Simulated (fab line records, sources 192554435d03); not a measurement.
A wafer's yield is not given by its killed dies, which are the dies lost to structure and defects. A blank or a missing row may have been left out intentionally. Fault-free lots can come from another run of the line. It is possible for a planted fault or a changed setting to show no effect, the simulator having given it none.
Struck lot and sound lot, side by side / flow n5 finfet / 15 steps out of a route of 1938
Sound: these wafers, L372.3, L372.4, L372.6. Struck: wafers L375.1, L375.3. (L375.5 of the same lot was not struck and is left out.) The cause comes at the end.
Order at every step that has rows: each side's tool, ch and its chambers, its first start. Under that, the readings that differ: sound wafers / struck wafers / difference of the means / sigmas: that difference in standard deviations of wafers without a fault.
alike: a reading whose means differ by less than 2 such deviations, as well as words and numbers matching on both sides. not compared: withheld readings; readings where some wafer has no value; bounds like >300 that might hide an equal value; numbers whose values overlap and for which the record gives no deviation.
The two part at a step that has a row with sigmas, a row that says differs or no value, or rows on one side only. When numbers do not overlap yet have no deviation, they are printed without sigmas and do not part them. A reading that every wafer of one side lacks parts them only if that side has two wafers or more.

N5_BEOL_M11_STRIP_77: strips in N2/H2, time 10 s.
  sound on rie diel-03 ch 0,2,3; struck on rie diel-03 ch 1,2
  alike: drypump motor current A, oes product au, rf vpp V, showerhead plenum p Torr, temp c, throttle valve pct
  not compared: rf hours counter h
N5_BEOL_M11_OCD_MEAS_38:
  sound on ocd-01 at day 13 16:19; struck on ocd-01 at day 13 23:16
  alike: trench depth nm
then, 4 steps without rows for these wafers: N5_BEOL_M11_HM_STRIP_39 (strips TiN in peroxide tin strip, target depth 25 nm, time 158 s); N5_BEOL_M11_SRD_40 (time 30 s); N5_BEOL_M11_PRECLEAN_42 (cleans in residue remover, time 60 s); N5_BEOL_M11_SRD_43 (time 30 s).
N5_BEOL_M11_CD_MEAS_35: the cd target is 70 nm.
  sound on cd sem-03 at day 13 16:29; struck on cd sem-03 at day 13 23:25
  alike: cd nm
N5_BEOL_M11_CURE_72: cures SiCOH lowk, time 120 s.
  sound on uv cure-03 ch 2, day 13 16:37; struck on uv cure-03 ch 0, day 13 23:27
reading=wafer_temp_C_max; sound=372.8 373.2 372.9; struck=371.3 371.5; difference=-1.6; sigmas=-2
  alike: lamp power pct
N5_BEOL_M11_DEGAS_44: time 60 s.
  sound on pvd sputter-03 at day 13 17:04; struck on pvd sputter-02 at day 14 01:48
  alike: heater power w
then, 2 steps without rows for these wafers: N5_BEOL_M11_PRE_CLEAN_45 (time 30 s); N5_BEOL_M11_ALD_74 (deposits TaN, target thk 2 nm, pulse time 2 s, purge time 3 s).
N5_BEOL_M11_SURFACE_TREAT_76:
  sound on pvd sputter-03 at day 13 17:33; struck on pvd sputter-02 at day 14 02:12
  not compared: throttle valve pct
N5_BEOL_M11_CVD_75: deposits Co from CCTBA/H2, target thk 2 nm, time 138.9 s.
  sound on cvd co-01 ch 0,2, day 13 17:37; struck on cvd co-01 ch 0,1, day 14 02:16
reading=run length s (s); sound=161.9 161.9 161.2; struck=64.8 64.5; difference=-97.0; sigmas=-99 or more
N5_BEOL_M11_SPUTTER_48: material Cu, target thk 12 nm, time 2 s.
  sound on pvd sputter-03 at day 13 17:47; struck on pvd sputter-02 at day 14 02:26
  alike: bias v, throttle valve pct
N5_PASSIVATION_PROBE_49:
  sound on prober-01 at day 15 10:23; struck on prober-02 at day 16 01:25
reading=killed short; sound=35 29 23; struck=55 38; difference=+18; sigmas=+2
  alike: defect limited yield, killed_at_M0_to_M3, killed_at_M4_up, killed at contacts, killed at front end, killed at other, killed dies, killed open, sort_bin_5_function, sort_bin_6_memory, sort n pass, sort yield pct

WHERE THEY PART
First at N5_BEOL_M11_CURE_72; last, within this record, at N5_PASSIVATION_PROBE_49.

WHY: what the simulator had put in
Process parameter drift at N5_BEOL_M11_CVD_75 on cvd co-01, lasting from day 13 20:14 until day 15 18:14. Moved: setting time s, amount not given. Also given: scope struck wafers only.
